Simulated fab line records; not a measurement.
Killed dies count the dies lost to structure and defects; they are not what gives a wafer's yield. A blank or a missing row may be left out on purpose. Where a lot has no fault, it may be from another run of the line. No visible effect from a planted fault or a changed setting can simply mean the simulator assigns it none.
fab line records	flow n5Finfet
[record] lots = 7	wafers = 21
route steps=1938 shown BEOL_M14@1753 TV_LITHO@1879 PASSIVATION@1930
startH: hours from the record's opening day to when the first of the lot's shown wafers began	waitH: hours since the lot's step before	" the same as in the row above	L1.1+2: one row covering several wafers at once	- no value, or no start was given	* or withheld: withheld	< > ~ a bound
route shown NAME@n: names a module that has steps shown in the file, with the first one's number in the route	usual: mean/standard deviation taken from wafers without a fault	same: alike in all rows	chamber/n: place in a boat	sites: per-site readings	_std_site: standard deviation across them	_edge_site: outer sites' mean less inner sites'	radiusMm: for every site, how far away it sits from the centre of the wafer	mask NAME#n: copy n	behind: the tool/chamber that last shaped the wafer	hold: the reason the lot was held/the length of the hold in hours/how it ended	device: the n, p or np transistor that did not switch	end of line: the tests these same wafers got at the end of their route	a step with no rows: only its recipe	killed: dies lost to structure and defects at the first sort, not the wafer's yield	map: per-die view of a wafer (x killed, . not killed, _ where there is no die)
set.NAME: the setting as run; set.NAME@STEP: as run at that earlier step	model.NAME: the simulator's own value behind a step, which no gauge read
lots whose settings were changed on purpose; a table a step, a row a wafer
[[steps]]
[step N5_BEOL_M14_TRENCH_ETCH_34]
[recipe] chemistry = C4F8/O2/Ar	target = SiO2	targetDepthA = 5566.5	maskMaterial = SOC	heInnerTorr = 15	heOuterTorr = 30	timeS = 126.9	ionEnergyEv = 800	pressureMtorr = 20	sourceW = 1905	biasW = 2040	Ar_flow_sccm = 400	C4F8_flow_sccm = 16	O2_flow_sccm = 12
lot.wafer	tool	chamber	startH	waitH	set.timeS
L074.1	rieDiel-05	1	352.37	0.0	109.9
L074.2+3	"	0,2	"	"	126.9
L079.2+4+6	rieDiel-01	3,0,3	377.06	0.0	126.9
L083.2+3+4	rieDiel-05	1,2,3	382.37	0.0	126.9
L087.4	rieDiel-04	2	428.89	0.0	126.9
L087.5+6	"	1,2	"	"	135.7
L092.1+3+4	rieDiel-04	0,1,2	433.84	0.0	126.9
L094.3	rieDiel-04	3	459.36	0.0	126.9
L094.5+6	"	1,2	"	"	135.7
L095.1	rieDiel-01	3	467.15	0.0	126.9
L095.3+4	"	0,2	"	"	103.8
[step N5_BEOL_M14_STRIP_70]
[recipe] chemistry = C4F8/O2/Ar	resist = SiARC	rfFrequencyHz = 6e+07
[step N5_BEOL_M14_PRE_CLEAN_52]
[recipe] gas = NH3	timeS = 15	tempC = withheld	rfPowerW = 300
[step N5_BEOL_M14_DEP_53]
[recipe] material = SiCN	targetThkA = 500	tempC = withheld	precursor = 3MS/NH3	pressureTorr = 3	rfW = 675	timeS = 17.8
[step N5_BEOL_M14_RS_MEAS_54]
[recipe] thkMeasGauge = four-point-probe	reads = Cu_of_BEOL_M14_ECD_47+Ta_of_BEOL_M14_SPUTTER_44+TaN_of_BEOL_M14_SPUTTER_43
[usual] M14_RS = 0.0331/0.001
lot.wafer	tool	chamber	startH	waitH	set.timeS@BEOL_M14_TRENCH_ETCH_34	M14_RS[ohm/sq]
L074.1	filmMetro-01	-	360.45	0.1	109.9	0.0386
L074.2	"	-	"	"	126.9	0.0322
L074.3	"	-	"	"	126.9	0.0344
L079.2	filmMetro-02	-	383.67	0.1	126.9	0.0352
L079.4	"	-	"	"	126.9	0.0335
L079.6	"	-	"	"	126.9	0.0356
L083.2	filmMetro-01	-	386.49	0.1	126.9	0.0335
L083.3	"	-	"	"	126.9	0.0340
L083.4	"	-	"	"	126.9	0.0321
L087.4	filmMetro-01	-	433.71	0.0	126.9	0.0338
L087.5	"	-	"	"	135.7	0.0309
L087.6	"	-	"	"	135.7	0.0314
L092.1	filmMetro-01	-	437.00	0.0	126.9	0.0321
L092.3	"	-	"	"	126.9	0.0332
L092.4	"	-	"	"	126.9	0.0339
L094.3	filmMetro-01	-	461.78	0.1	126.9	0.0312
L094.5	"	-	"	"	135.7	0.0315
L094.6	"	-	"	"	135.7	0.0316
L095.1	filmMetro-02	-	472.80	0.0	126.9	0.0344
L095.3	"	-	"	"	103.8	0.0417
L095.4	"	-	"	"	103.8	0.0402
[step N5_PASSIVATION_EXPOSE_07]
[recipe] maskId = TV	na = 0.55	sourceShape = conventional	sigmaOuter = 0.8	polarization = unpolarized	defocusNm = 0	targetCdNm = 3000	doseMj = 22.75
lot.wafer	tool	chamber	startH	waitH	mask	set.doseMj
L074.1+2	krfScanner-01	0	377.11	-	TV#0	22.75
L074.3	"	0	"	"	TV#0	21.8
L079.2+4+6	krfScanner-02	0	395.68	-	TV#0	22.75
L083.2	krfScanner-01	0	400.96	-	TV#0	21.56
L083.3+4	"	0	"	"	TV#0	22.75
L087.4+5	krfScanner-02	0	447.08	-	TV#0	22.28
L087.6	"	0	"	"	TV#0	22.75
L092.1+4	krfScanner-01	0	453.55	-	TV#0	22.75
L092.3	"	0	"	"	TV#0	21.42
L094.3+6	krfScanner-02	0	474.93	-	TV#0	23.5
L094.5	"	0	"	"	TV#0	22.75
L095.1+3+4	krfScanner-01	0	493.33	-	TV#0	22.75
[step N5_PASSIVATION_PEB_08]
[recipe] pebTempC = withheld	pebTimeS = *
[step N5_PASSIVATION_DEVELOP_09]
[recipe] developTimeS = 60	rinseLiquid = diw	dry = airSpin	devTempC = 21
[step N5_PASSIVATION_HARDBAKE_11]
[recipe] tempC = 130	timeS = 120
[step N5_PASSIVATION_CD_MEAS_10]
[recipe] targetCdNm = 3000	landingEnergyEv = 500	detector = seInlens
[usual] cdNm = 2999.4/2.9
lot.wafer	tool	chamber	startH	waitH	set.doseMj@PASSIVATION_EXPOSE_07	cdNm
L074.1	cdSem-02	0	377.28	-	22.75	2997.4
L074.2	"	0	"	"	22.75	2999.8
L074.3	"	0	"	"	21.8	2987.4
L079.2	cdSem-03	0	395.85	-	22.75	2999.8
L079.4	"	0	"	"	22.75	2997.8
L079.6	"	0	"	"	22.75	2996.9
L083.2	cdSem-01	0	401.13	-	21.56	2992.3
L083.3	"	0	"	"	22.75	3001.2
L083.4	"	0	"	"	22.75	2998.4
L087.4	cdSem-03	0	447.24	-	22.28	2993.2
L087.5	"	0	"	"	22.28	2993.5
L087.6	"	0	"	"	22.75	2996.8
L092.1	cdSem-02	0	453.73	-	22.75	2999.5
L092.3	"	0	"	"	21.42	2985.3
L092.4	"	0	"	"	22.75	2995.0
L094.3	cdSem-02	0	475.09	-	23.5	3008.0
L094.5	"	0	"	"	22.75	3003.3
L094.6	"	0	"	"	23.5	3005.2
L095.1	cdSem-02	0	493.51	-	22.75	3002.1
L095.3	"	0	"	"	22.75	2999.5
L095.4	"	0	"	"	22.75	3003.0
[step N5_PASSIVATION_ETCH_54]
[recipe] chemistry = CHF3/O2	target = SiO2	targetDepthA = 8800	CHF3_flow_sccm = 50	O2_flow_sccm = 5	Ar_flow_sccm = 200	timeS = 440	maskMaterial = PR	pressureMtorr = 30	sourceW = 650	biasW = 170	ionEnergyEv = 200
lot.wafer	tool	chamber	startH	waitH	set.timeS	model.PASSIVATION.featureDepthNm	model.etch.depthNm
L074.1	rieDiel-01	2	382.00	0.1	440	884.2	884.2
L074.2	"	0	"	"	440	874.8	874.8
L074.3	"	1	"	"	440	899.8	899.7
L079.2	rieDiel-05	2	400.56	0.1	440	863	863
L079.4	"	3	"	"	440	886	885.9
L079.6	"	1	"	"	440	884.6	884.6
L083.2	rieDiel-01	0	405.25	0.1	440	862.4	862.4
L083.3	"	2	"	"	367	743.2	743.2
L083.4	"	0	"	"	440	858.8	858.8
L087.4	rieDiel-04	3	451.41	0.1	440	920.8	920.8
L087.5	"	1	"	"	440	876.4	876.3
L087.6	"	0	"	"	440	894.2	894.2
L092.1	rieDiel-05	3	457.47	0.1	440	880	879.9
L092.3	"	1	"	"	351.8	714.2	714.1
L092.4	"	2	"	"	440	852	851.9
L094.3	rieDiel-05	0	480.18	0.1	390	762.6	762.6
L094.5	"	0	"	"	440	868.2	868.3
L094.6	"	3	"	"	390	765.4	765.4
L095.1	rieDiel-04	1	497.70	0.1	440	873.2	873.3
L095.3	"	3	"	"	440	918.6	918.5
L095.4	"	0	"	"	440	875.4	875.5
[step N5_PASSIVATION_STRIP_48]
[recipe] chemistry = O2	powerW = 600	tempC = 60	pressureMtorr = 30	rfFrequencyHz = 6e+07	biasPowerW = 0	overashFraction = 0.5	o2FlowSccm = 225
lot.wafer	tool	chamber	startH	waitH	set.tempC
L074.1+2+3	rieDiel-01	2,0,1	382.29	0.1	60
L079.2+4+6	rieDiel-05	2,3,1	400.85	0.1	60
L083.2+3+4	rieDiel-01	0,2,0	405.54	0.1	60
L087.4+5+6	rieDiel-04	3,1,0	451.70	0.1	63.34
L092.1	rieDiel-05	3	457.75	0.1	62.84
L092.3+4	"	1,2	"	"	60
L094.3	rieDiel-05	0	480.47	0.1	60
L094.5+6	"	0,3	"	"	63.01
L095.1+3+4	rieDiel-04	1,3,0	497.99	0.1	60
[step N5_PASSIVATION_STRIP_52]
[recipe] chemistry = postEtchResidueRemover	timeS = 1200	tempC = 72.5
[step N5_PASSIVATION_CLEAN_71]
[recipe] chemistry = IPA	timeS = 180	tempC = 25
[step N5_PASSIVATION_SRD_72]
[recipe] dry = ipaMarangoni	timeS = 30	tempC = 23	rinseLiquid = diw
[step N5_PASSIVATION_ANNEAL_56]
[recipe] tempC = 400	timeS = 1800	ambient = FGA	idleTempC = 300	rampUpCPerMin = 5	rampDownCPerMin = 3
[step N5_PASSIVATION_PROBE_49]
[usual] defectLimitedYield = 91.1/1.4	killed_at_M0_to_M3 = 34/9.6	killed_at_M4_up = 15/5.3	killedAtContacts = 12/6.1	killedAtFrontEnd = 40/11	killedAtOther = 3.5/2.8	killedDies = 105/17	killedOpen = 70/12	killedShort = 34/7.7	sort_bin_4_leakage = 0.01/0.07	sort_bin_5_function = 5.2/0.97	sort_bin_6_memory = 3.4/0.62	sort_bin_8_speed = 0.00/0.023	sortNPass = 1075/17
[same] grossDies = 1180	killedAtBackSide = 0
lot.wafer	tool	chamber	startH	waitH	set.timeS@PASSIVATION_ETCH_54	defectLimitedYield[%]	killed_at_M0_to_M3	killed_at_M4_up	killedAtContacts	killedAtFrontEnd	killedAtOther	killedDies	killedOpen	killedShort	sort_bin_4_leakage[%]	sort_bin_5_function[%]	sort_bin_6_memory[%]	sort_bin_8_speed[%]	sortNPass
L074.1	prober-02	-	384.78	0.0	440	91.8	33	17	4	41	2	97	60	34	1.36	4.9	2.7	0.08	1067
L074.2	prober-02	-	384.83	0.1	440	92.5	15	16	22	32	3	88	64	20	0.59	4.5	2.7	0.17	1085
L074.3	prober-02	-	384.88	0.1	440	92.2	34	13	14	28	3	92	58	28	0	4.9	2.3	0.42	1088
L079.2	prober-01	-	403.44	0.1	440	91.6	28	13	21	36	1	99	65	34	0	4.9	3.1	0	1081
L079.4	prober-01	-	403.54	0.2	440	91.6	41	11	11	36	0	99	60	39	0	4.8	3.1	0	1081
L079.6	prober-01	-	403.64	0.3	440	91.5	31	15	12	39	3	100	66	32	0	4.3	4.1	0	1080
L083.2	prober-02	-	408.19	0.2	440	91.4	25	21	15	31	10	102	70	26	0	4.4	3.6	0.17	1078
L083.3	prober-02	-	408.24	0.2	367	35.1	44	11	15	33	663	766	70	38	0	61.6	3.0	0	414
L083.4	prober-02	-	408.29	0.3	440	90.1	41	16	15	37	8	117	78	37	0	6.9	2.5	0	1063
L087.4	prober-01	-	454.62	0.4	440	91.2	44	7	10	40	3	104	62	40	0	4.7	3.7	0.17	1076
L087.5	prober-01	-	454.67	0.5	440	91.9	36	11	18	31	0	96	66	29	0	5.1	2.9	0	1084
L087.6	prober-01	-	454.72	0.5	440	89.2	42	18	35	29	3	127	78	34	0	6.4	4.2	0.08	1053
L092.1	prober-01	-	460.24	0.0	440	88.1	59	17	25	40	0	141	80	44	0	7.9	3.6	0	1039
L092.3	prober-01	-	460.34	0.1	351.8	4.9	56	28	9	32	997	1122	86	42	0	90.4	4.6	0	58
L092.4	prober-01	-	460.39	0.2	440	92.8	44	10	12	17	2	85	67	18	0	4.5	2.6	0	1095
L094.3	prober-02	-	483.06	0.1	390	78.1	33	8	11	34	173	259	52	34	0	18.7	2.9	0.51	915
L094.5	prober-02	-	483.16	0.2	440	92.1	25	15	16	33	4	93	61	28	0	4.2	3.6	0	1087
L094.6	prober-02	-	483.21	0.3	390	78.0	28	6	3	55	168	260	63	35	0	18.1	3.3	0	920
L095.1	prober-01	-	500.48	0.0	440	90.9	25	22	13	40	7	107	71	36	0	5.6	3.2	0	1073
L095.3	prober-01	-	500.58	0.1	440	91.5	34	13	16	37	0	100	70	29	0	4.9	3.3	0.08	1080
L095.4	prober-01	-	500.63	0.2	440	89.9	47	13	23	29	7	119	82	37	0	5.7	3.8	0	1061
// killed by level:class
L074.1 FIN_SAQP:geometricParticle:open=11 BEOL_M3:geometricParticle:open=11 FIN_SAQP:geometricParticle:short=6 BEOL_M0_SAQP:geometricParticle:short=5 BEOL_M5:geometricParticle:open=5 SPACER0:geometricParticle:open=4 SPACER0:geometricParticle:short=3 ILD0:geometricParticle:open=3
L074.2 MOL_CONTACT_COAG:geometricParticle:open=19 FIN_SAQP:geometricParticle:open=9 BEOL_M4:geometricParticle:open=5 DUMMY_GATE:geometricParticle:open=4 FIN_SAQP:geometricParticle:short=3 ILD0:geometricParticle:open=3 BEOL_M0:geometricParticle:open=3 BEOL_M3:geometricParticle:open=3
L074.3 MOL_CONTACT_COAG:geometricParticle:open=8 BEOL_M0_SAQP:geometricParticle:short=8 BEOL_M0_SAQP:geometricParticle:open=7 FIN_SAQP:geometricParticle:open=6 DUMMY_GATE:geometricParticle:open=6 MOL_CONTACT_COAG:geometricParticle:short=6 BEOL_M4:geometricParticle:open=6 BEOL_M0:geometricParticle:open=5
L079.2 MOL_CONTACT_COAG:geometricParticle:open=16 FIN_SAQP:geometricParticle:open=10 FIN_SAQP:geometricParticle:short=9 BEOL_M1:geometricParticle:open=6 BEOL_M2:geometricParticle:open=6 BEOL_M4:geometricParticle:open=6 MOL_CONTACT_COAG:geometricParticle:short=5 BEOL_M3:geometricParticle:short=5
L079.4 FIN_SAQP:geometricParticle:open=15 BEOL_M0_SAQP:geometricParticle:short=12 MOL_CONTACT_COAG:geometricParticle:open=9 FIN_SAQP:geometricParticle:short=8 BEOL_M3:geometricParticle:open=8 BEOL_M0_SAQP:geometricParticle:open=6 BEOL_M4:geometricParticle:open=6 BEOL_M1:geometricParticle:open=4
L079.6 FIN_SAQP:geometricParticle:open=15 MOL_CONTACT_COAG:geometricParticle:open=10 BEOL_M1:geometricParticle:open=8 FIN_SAQP:geometricParticle:short=7 BEOL_M0_SAQP:geometricParticle:open=5 BEOL_M3:geometricParticle:short=5 BEOL_M4:geometricParticle:open=5 STI_FIN_REVEAL:geometricParticle:open=4
L083.2 MOL_CONTACT_COAG:geometricParticle:open=12 BEOL_M4:geometricParticle:open=10 STI_FIN_REVEAL:geometricParticle:open=9 BEOL_M2:geometricParticle:open=8 FIN_SAQP:geometricParticle:open=5 BEOL_M0_SAQP:geometricParticle:open=4 BEOL_M0:geometricParticle:open=4 HKMG_FIN:areaEtch=4
L083.3 PASSIVATION:areaEtch=657 BEOL_M0_SAQP:geometricParticle:short=11 MOL_CONTACT_COAG:geometricParticle:open=10 BEOL_M1:geometricParticle:open=9 BEOL_M2:geometricParticle:open=9 STI_FIN_REVEAL:geometricParticle:open=8 BEOL_M0_SAQP:geometricParticle:open=8 GATE_CUT:geometricParticle:short=5
L083.4 MOL_CONTACT_COAG:geometricParticle:open=10 BEOL_M0_SAQP:geometricParticle:open=9 BEOL_M2:geometricParticle:open=9 DUMMY_GATE:geometricParticle:open=8 BEOL_M1:geometricParticle:open=8 FIN_SAQP:geometricParticle:open=6 BEOL_M0_SAQP:geometricParticle:short=6 BEOL_M2:geometricParticle:short=6
L087.4 FIN_SAQP:geometricParticle:short=12 FIN_SAQP:geometricParticle:open=9 BEOL_M2:geometricParticle:open=8 BEOL_M0:geometricParticle:open=7 BEOL_M3:geometricParticle:open=7 MOL_CONTACT_COAG:geometricParticle:open=6 STI_FIN_REVEAL:geometricParticle:open=4 MOL_CONTACT_COAG:geometricParticle:short=4
L087.5 MOL_CONTACT_COAG:geometricParticle:open=14 BEOL_M2:geometricParticle:open=14 BEOL_M1:geometricParticle:open=10 FIN_SAQP:geometricParticle:short=7 FIN_SAQP:geometricParticle:open=6 GATE_CUT:geometricParticle:open=5 STI_FIN_REVEAL:geometricParticle:open=4 MOL_CONTACT_COAG:geometricParticle:short=4
L087.6 MOL_CONTACT_COAG:geometricParticle:open=20 MOL_CONTACT_COAG:areaAld=14 BEOL_M2:geometricParticle:open=13 FIN_SAQP:geometricParticle:short=9 BEOL_M1:geometricParticle:open=9 BEOL_M4:geometricParticle:open=7 BEOL_M0_SAQP:geometricParticle:short=5 BEOL_M3:geometricParticle:open=5
L092.1 MOL_CONTACT_COAG:areaAld=15 BEOL_M1:geometricParticle:short=14 BEOL_M2:geometricParticle:open=12 STI_FIN_REVEAL:geometricParticle:open=11 BEOL_M4:geometricParticle:open=9 MOL_CONTACT_COAG:geometricParticle:open=9 BEOL_M3:geometricParticle:open=8 FIN_SAQP:geometricParticle:open=6
L092.3 PASSIVATION:areaEtch=994 STI_FIN_REVEAL:geometricParticle:open=13 BEOL_M0_SAQP:geometricParticle:short=13 BEOL_M4:geometricParticle:open=12 BEOL_M0_SAQP:geometricParticle:open=10 BEOL_M3:geometricParticle:open=10 BEOL_M1:geometricParticle:open=6 BEOL_M2:geometricParticle:open=6
L092.4 BEOL_M2:geometricParticle:open=12 MOL_CONTACT_COAG:geometricParticle:open=10 BEOL_M0:geometricParticle:open=9 BEOL_M0_SAQP:geometricParticle:short=6 BEOL_M0_SAQP:geometricParticle:open=5 BEOL_M4:geometricParticle:open=5 STARTING-WAFER:geometricParticle:open=5 DUMMY_GATE:geometricParticle:open=4
L094.3 PASSIVATION:areaEtch=171 MOL_CONTACT_COAG:geometricParticle:open=11 BEOL_M0_SAQP:geometricParticle:open=9 FIN_SAQP:geometricParticle:short=8 BEOL_M3:geometricParticle:open=7 FIN_SAQP:geometricParticle:open=5 BEOL_M0_SAQP:geometricParticle:short=5 BEOL_M1:geometricParticle:open=4
L094.5 MOL_CONTACT_COAG:geometricParticle:open=14 FIN_SAQP:geometricParticle:open=6 BEOL_M0_SAQP:geometricParticle:short=5 BEOL_M2:geometricParticle:open=5 BEOL_M4:geometricParticle:short=5 DUMMY_GATE:geometricParticle:open=4 DUMMY_GATE:geometricParticle:short=4 GATE_CUT:geometricParticle:open=4
L094.6 PASSIVATION:areaEtch=161 DUMMY_GATE:geometricParticle:open=12 FIN_SAQP:geometricParticle:short=10 STI_FIN_REVEAL:geometricParticle:open=9 FIN_SAQP:geometricParticle:open=8 BEOL_M0_SAQP:geometricParticle:open=8 BEOL_M0_SAQP:geometricParticle:short=5 BEOL_M2:geometricParticle:open=4
L095.1 BEOL_M4:geometricParticle:open=10 FIN_SAQP:geometricParticle:open=9 MOL_CONTACT_COAG:geometricParticle:open=9 BEOL_M3:geometricParticle:open=9 STI_FIN_REVEAL:geometricParticle:open=7 FIN_SAQP:geometricParticle:short=5 GATE_CUT:geometricParticle:short=4 MOL_CONTACT_COAG:geometricParticle:short=4
L095.3 MOL_CONTACT_COAG:geometricParticle:open=15 STI_FIN_REVEAL:geometricParticle:open=9 BEOL_M3:geometricParticle:open=9 BEOL_M1:geometricParticle:open=6 BEOL_M2:geometricParticle:open=6 ILD0:geometricParticle:short=5 GATE_CUT:geometricParticle:short=4 BEOL_M0_SAQP:geometricParticle:open=4
L095.4 MOL_CONTACT_COAG:geometricParticle:open=18 BEOL_M3:geometricParticle:open=18 STI_FIN_REVEAL:geometricParticle:open=13 BEOL_M0_SAQP:geometricParticle:open=7 MOL_CONTACT_COAG:geometricParticle:short=5 BEOL_M0_SAQP:geometricParticle:short=5 BEOL_M1:geometricParticle:open=5 BEOL_M3:geometricParticle:short=4
[[key]]
[split] step = N5_BEOL_M14_TRENCH_ETCH_34	setting = timeS	stated = 126.9	by = wafer
[response] step = N5_BEOL_M14_RS_MEAS_54	reading = M14_RS	change = -0.00034	per = 1%	r = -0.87
[split] step = N5_PASSIVATION_EXPOSE_07	setting = doseMj	stated = 22.75	by = wafer
[response] step = N5_PASSIVATION_CD_MEAS_10	reading = cdNm	change = +1.85	per = 1%	r = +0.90
[split] step = N5_PASSIVATION_ETCH_54	setting = timeS	stated = 440	by = wafer
[response] step = N5_PASSIVATION_ETCH_54	reading = model.PASSIVATION.featureDepthNm	change = +7.66	per = 1%	r = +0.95
[response] step = N5_PASSIVATION_ETCH_54	reading = model.etch.depthNm	change = +7.66	per = 1%	r = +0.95
[response] step = N5_PASSIVATION_PROBE_49	reading = defectLimitedYield	change = +3.47	per = 1%	r = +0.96
[response] step = N5_PASSIVATION_PROBE_49	reading = killedAtOther	shape = bent	atLowest = 997	atStated = 3.3	atHighest = 3.3
[response] step = N5_PASSIVATION_PROBE_49	reading = killedDies	shape = bent	atLowest = 1122	atStated = 104	atHighest = 104
[response] step = N5_PASSIVATION_PROBE_49	reading = sort_bin_5_function	shape = bent	atLowest = 90.4	atStated = 5.2	atHighest = 5.2
[response] step = N5_PASSIVATION_PROBE_49	reading = sortNPass	change = +41	per = 1%	r = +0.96
[split] step = N5_PASSIVATION_STRIP_48	setting = tempC	stated = 60	by = wafer
response none clear
